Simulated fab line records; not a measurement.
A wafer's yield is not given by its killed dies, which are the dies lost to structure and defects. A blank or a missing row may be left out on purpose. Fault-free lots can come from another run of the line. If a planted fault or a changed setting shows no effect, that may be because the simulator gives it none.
Which of the tools did it?    flow nandHarc    11 lots with 33 wafers sampled at 5 steps, on a route of 1159 steps

WHAT THE GAUGES READ, wafer by wafer
NHARC_END_SORT_01.
lot   measured      on         killedAtArray  killedAtOther  killedAtPeriphery  killedDies  killedOpen  killedShort
L556  day 20 00:19  prober-01  438 18 563     0 1 0          2 2 1              440 21 564  2 2 3       2 3 2
L558  day 21 00:59  prober-02  408 25 456     0 0 0          3 1 1              411 26 457  2 4 2       1 2 1

WHAT TOOL EACH LOT RAN ON (gives the tool, then ch and the chambers of the sampled wafers, and finally the start)
lot   NHARC_A_STAIRCASE_TRIM_187         NHARC_A_STAIRCASE_TRIM_189                    NHARC_A_STAIRCASE_ETCH_194                    NHARC_A_STAIRCASE_ETCH_201
L554  rieDiel-01 ch 0,1,2, day 11 00:30  rieDiel-01 ch 1,3, day 11 02:13 or earlier    rieDiel-01 ch 0,1,2, day 11 02:13 or earlier  rieDiel-08 ch 0,1,2, day 11 02:13
L557  rieDiel-01 ch 1,2,3, day 11 13:33  rieDiel-01 ch 1,2,3, day 11 15:32 or earlier  rieDiel-01 ch 1,2,3, day 11 15:32 or earlier  rieDiel-08 ch 0,2,3, day 11 15:32
L556  rieDiel-01 ch 0,2,3, day 11 13:47  rieDiel-01 ch 0,3, day 11 15:37 or earlier    rieDiel-01 ch 0,1,3, day 11 15:37 or earlier  rieDiel-08 ch 1,2,3, day 11 15:37
L558  rieDiel-08 ch 1,2, day 12 06:55    rieDiel-08 ch 0,1, day 12 08:51 or earlier    rieDiel-08 ch 1,2, day 12 08:51 or earlier    rieDiel-08 ch 0,3, day 12 08:51
L571  rieDiel-09 ch 1,2,3, day 15 03:02  rieDiel-09 ch 1,2, day 15 05:05 or earlier    rieDiel-09 ch 1,2, day 15 05:05 or earlier    rieDiel-08 ch 0,1,2, day 15 05:05
L572  rieDiel-08 ch 0,2,3, day 15 13:35  rieDiel-08 ch 0,1,2, day 15 17:44 or earlier  rieDiel-08 ch 0,2,3, day 15 17:44 or earlier  rieDiel-01 ch 0,2,3, day 15 17:44
L573  rieDiel-01 ch 0,3, day 15 20:12    rieDiel-01 ch 1,3, day 15 21:53 or earlier    rieDiel-01 ch 2,3, day 15 21:53 or earlier    rieDiel-01 ch 0,2,3, day 15 21:53
L576  rieDiel-09 ch 2,3, day 16 04:22    rieDiel-09 ch 1,2,3, day 16 06:24 or earlier  rieDiel-09 ch 1,2, day 16 06:24 or earlier    rieDiel-01 ch 1,2,3, day 16 06:24
L574  rieDiel-08 ch 1,2,3, day 16 04:46  rieDiel-08 ch 0,2,3, day 16 06:52 or earlier  rieDiel-08 ch 0,2, day 16 06:52 or earlier    rieDiel-01 ch 1,2, day 16 06:52
L575  rieDiel-08 ch 0,2,3, day 16 09:06  rieDiel-08 ch 0,2,3, day 16 10:51 or earlier  rieDiel-08 ch 0,1,2, day 16 10:51 or earlier  rieDiel-08 ch 0,1, day 16 10:51
L577  rieDiel-08 ch 1,2, day 17 04:10    rieDiel-08 ch 1,2, day 17 07:14 or earlier    rieDiel-08 ch 0,1,2, day 17 07:14 or earlier  rieDiel-01 ch 0,1,2, day 17 07:14
- NHARC_A_STAIRCASE_TRIM_187: chemistry O2, time 211.2 s.
- NHARC_A_STAIRCASE_TRIM_189: chemistry O2, time 211.2 s.
- NHARC_A_STAIRCASE_ETCH_194: etches the open film in C4F8/O2, target depth 100 nm, time 40.5 s.
- NHARC_A_STAIRCASE_ETCH_201: etches the open film in C4F8/O2, target depth 100 nm, time 40.5 s.

WHAT THE TOOLS THEMSELVES READ (means of the sampled wafers that have a number; where no wafer has one, the mark that the record gives instead)
NHARC_A_STAIRCASE_TRIM_187.
lot   tool        chamberPressureMTorr (mTorr)  drypumpMotorCurrentA (A)  oesProductAu (a.u.)  rfVppV (V)  showerheadPlenumPTorr (Torr)  throttleValvePct (%)
L554  rieDiel-01  59.98                         5.60                      0.999                57.8        3.65                          17.040
L557  rieDiel-01  59.97                         5.46                      1.006                59.5        3.69                          17.035
L556  rieDiel-01  59.99                         5.41                      1.005                57.6        3.61                          17.032
L558  rieDiel-08  60.02                         5.48                      0.992                58.6        3.54                          17.035
L571  rieDiel-09  60.00                         5.75                      0.997                57.8        3.50                          17.038
L572  rieDiel-08  60.02                         5.69                      0.994                57.8        3.43                          17.044
L573  rieDiel-01  60.00                         5.35                      1.007                58.2        3.55                          17.035
L576  rieDiel-09  60.05                         5.77                      0.995                57.8        3.44                          17.042
L574  rieDiel-08  60.01                         5.60                      0.997                57.1        3.46                          17.041
L575  rieDiel-08  60.05                         5.70                      0.997                57.3        3.42                          17.036
L577  rieDiel-08  59.99                         5.47                      0.997                58.1        3.52                          17.041

NHARC_A_STAIRCASE_TRIM_189.
lot   tool        chamberPressureMTorr (mTorr)  drypumpMotorCurrentA (A)  oesProductAu (a.u.)  rfVppV (V)  showerheadPlenumPTorr (Torr)  throttleValvePct (%)
L554  rieDiel-01  60.03                         5.42                      1.000                58.4        3.75                          17.037
L557  rieDiel-01  59.97                         5.45                      1.002                58.3        3.69                          17.032
L556  rieDiel-01  60.00                         5.34                      1.000                58.6        3.58                          17.041
L558  rieDiel-08  59.99                         5.58                      0.994                57.4        3.44                          17.046
L571  rieDiel-09  59.93                         5.60                      0.998                57.4        3.47                          17.040
L572  rieDiel-08  59.99                         5.61                      0.988                57.4        3.48                          17.034
L573  rieDiel-01  60.05                         5.23                      1.007                58.4        3.68                          17.038
L576  rieDiel-09  60.02                         5.78                      0.996                58.4        3.49                          17.044
L574  rieDiel-08  59.99                         5.71                      1.002                57.7        3.42                          17.028
L575  rieDiel-08  59.96                         5.70                      0.989                58.0        3.42                          17.041
L577  rieDiel-08  60.03                         5.53                      0.998                57.6        3.57                          17.030

NHARC_A_STAIRCASE_ETCH_194.
lot   tool        chamberPressureMTorr (mTorr)  oesProductAu (a.u.)  rfVppV (V)  runLengthS (s)
L554  rieDiel-01  24.983                        0.946                899         61.7
L557  rieDiel-01  25.017                        0.947                902         61.4
L556  rieDiel-01  25.012                        0.952                900         61.9
L558  rieDiel-08  25.000                        0.947                896         62.1
L571  rieDiel-09  25.016                        0.939                893         61.6
L572  rieDiel-08  24.979                        0.928                892         61.5
L573  rieDiel-01  24.988                        0.937                899         61.5
L576  rieDiel-09  24.979                        0.939                892         61.7
L574  rieDiel-08  24.999                        0.938                897         61.9
L575  rieDiel-08  25.021                        0.952                893         61.7
L577  rieDiel-08  25.017                        0.938                894         61.8

NHARC_A_STAIRCASE_ETCH_201.
lot   tool        chamberPressureMTorr (mTorr)  oesProductAu (a.u.)  rfVppV (V)  runLengthS (s)
L554  rieDiel-08  24.995                        0.954                895         61.6
L557  rieDiel-08  24.983                        0.937                892         61.5
L556  rieDiel-08  25.003                        0.943                895         69.0
L558  rieDiel-08  25.017                        0.921                889         68.6
L571  rieDiel-08  24.980                        0.940                893         61.5
L572  rieDiel-01  24.998                        0.939                898         62.0
L573  rieDiel-01  24.986                        0.943                898         61.8
L576  rieDiel-01  25.011                        0.948                902         61.4
L574  rieDiel-01  24.976                        0.946                901         61.7
L575  rieDiel-08  25.004                        0.935                892         61.5
L577  rieDiel-01  25.013                        0.950                900         62.0

THE ANSWER, worked out from the rows above alone
Rule: what is usual is taken from the lots themselves. The widest of any qualifying gaps counts: lots, ordered by their means at a reading, are off when they make up no more than a third of the lots, leave a main group of 4 or more, and stand apart from it by 3 or more times the standard deviation of that group's means. Not used: any main group whose means are identical at the precision the tables above print for the reading. A lot without any number at a reading at which 4 lots or more have one is off too. Any other lot the step has rows for is counted as sound. After the gauges, taken in route order, come the tools' own readings; for these a lot's mean is taken, as printed above. At the first step where some lot is off, the reading lying furthest off is the one used; lots without a number count as furthest.
Off, at NHARC_A_STAIRCASE_ETCH_201 on runLengthS: L556, L558. The main group: mean 61.7 s, standard deviation 0.21.
If a tool, at that step or one of the process steps before it, ran each lot that is off and ran no sound lot following the first of them, it fits. Because NHARC_A_STAIRCASE_TRIM_189 lacks a start for some lots, the hours and order of its lots are taken from NHARC_A_STAIRCASE_ETCH_201. Because NHARC_A_STAIRCASE_ETCH_194 lacks a start for some lots, the hours and order of its lots are taken from NHARC_A_STAIRCASE_ETCH_201. Not one of the candidates tried fits.

WHAT THE SIMULATOR HAD PUT IN
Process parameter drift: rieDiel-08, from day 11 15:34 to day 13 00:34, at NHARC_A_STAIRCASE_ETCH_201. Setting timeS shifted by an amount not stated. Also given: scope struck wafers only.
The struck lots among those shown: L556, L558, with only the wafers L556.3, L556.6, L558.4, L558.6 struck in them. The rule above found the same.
